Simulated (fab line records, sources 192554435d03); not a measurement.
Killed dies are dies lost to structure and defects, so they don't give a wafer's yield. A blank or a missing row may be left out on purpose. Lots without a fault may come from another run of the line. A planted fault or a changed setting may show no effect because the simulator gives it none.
Chamber matching | flow n5_finfet | N5_BEOL_M4_ETCH_70 on rie_diel-06: 3 sister chambers
The step etches SOC in N2/H2, target depth 80 nm, overetch 24 nm, time 130 s. 3 wafers are shown with their chamber, then 6 later ones without.

WAFERS WITH THEIR CHAMBER
wafer  | chamber | showerhead_plenum_p_Torr (Torr)
L084.6 | 2       | 2.52
L087.3 | 3       | 2.48
L087.4 | 0       | 2.67

WAFERS WITHOUT THEIR CHAMBER
wafer  | showerhead_plenum_p_Torr (Torr)
L087.6 | 2.48
L086.5 | 2.67
L086.6 | 2.47
L091.1 | 2.51
L091.2 | 2.47
L091.3 | 2.67

WHICH CHAMBER EACH WENT THROUGH
wafer  | from the rows above | in truth
L087.6 | 3                   | 3
L086.5 | 0                   | 0
L086.6 | 3                   | 3
L091.1 | 2                   | 2
L091.2 | 3                   | 3
L091.3 | 0                   | 0
Placed correctly: 6 of 6. Can't be placed from these rows: 0. Placed wrongly: 0.
How it was worked out, from the rows above alone: a wafer's distance from a chamber is the root of the sum, over the readings, of the square of ((its reading less the chamber's mean) divided by the reading's scatter). The wafer belongs to the nearest chamber; if the next one is less than 2 further off, it can't be placed. A chamber's mean is the mean of its shown wafers. The scatter: with one shown wafer a chamber, the root of the mean of the squares of how far each hidden wafer lies from its nearest shown one.
